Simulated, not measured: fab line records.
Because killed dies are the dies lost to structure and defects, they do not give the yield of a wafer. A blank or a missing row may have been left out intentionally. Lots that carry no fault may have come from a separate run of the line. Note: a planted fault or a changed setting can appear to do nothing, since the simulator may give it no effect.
2 desks looking at one fault    flow nand-harc    every desk sees just its own numbers, and what lay behind them comes last

== THE DEFECT DESK ==
Inspection counts along the route, by lot: the mean over sampled wafers that carry a number. The brackets show how far a lot's mean lies from the usual mean; more than 4 standard deviations puts the lot out of limits, marked OUT.
Columns: A = raw-defect-count at NHARC_P_BONDPAD_INSPECT_23, usual 329; B = raw-defect-count at NHARC_A_SOURCE_PLATE_INSPECT_08, usual 62
lot   first seen here  A    B
L260  day 6 21:14      301  66
L262  day 7 10:23      324  55
L264  day 8 18:08      451  62
L265  day 8 19:02      205  56
L275  day 12 15:37     391  830 (+32) OUT
L274  day 12 16:26     237  789 (+30) OUT
L278  day 14 02:52     313  54
L281  day 15 07:07     301  65
L280  day 15 07:35     268  65
L282  day 15 23:41     326  58
L283  day 16 04:53     265  96
This desk's verdict: out of limits on L274, L275, starting with L275 at day 13 13:46 (raw-defect-count at NHARC_A_SOURCE_PLATE_INSPECT_08). L260, L262, L264, L265, L278, L281, L280, L282, L283: within limits.

== THE TOOL OWNER'S DESK: furnace-07 ==
The tool's own readings at NHARC_A_SOURCE_PLATE_OXIDE_02 (material SiO2, target thk 10 nm, ox time 1362 s): means of the sampled wafers that have a number, for each lot that ran on this tool. The brackets show how far a lot's mean lies from the usual mean; more than 4 standard deviations puts the lot out of limits, marked OUT.
Columns: A = spike-tc-bottom-C at NHARC_A_SOURCE_PLATE_OXIDE_02, usual 915 C
lot   first seen here  A
L274  day 12 21:10     917
L275  day 12 21:10     919
L283  day 16 11:52     919
This desk's verdict: no lot among the 3 shows anything out of limits.

== BROUGHT TOGETHER ==
The defect desk could have raised an alarm at day 13 13:46, on L274, L275.
The tool owner's desk saw nothing out of limits.
Tool owner's desk: L274, L275 on record, inside its limits.
On furnace-07, each named lot ran NHARC_A_SOURCE_PLATE_OXIDE_02.

== WHAT HAD BEEN PUT IN BY THE SIMULATOR ==
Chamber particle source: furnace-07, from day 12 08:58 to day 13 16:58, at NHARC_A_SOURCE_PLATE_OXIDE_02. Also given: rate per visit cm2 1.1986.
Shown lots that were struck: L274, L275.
Hours from the fault's start to each desk's first reading out of limits: the defect desk, 29.
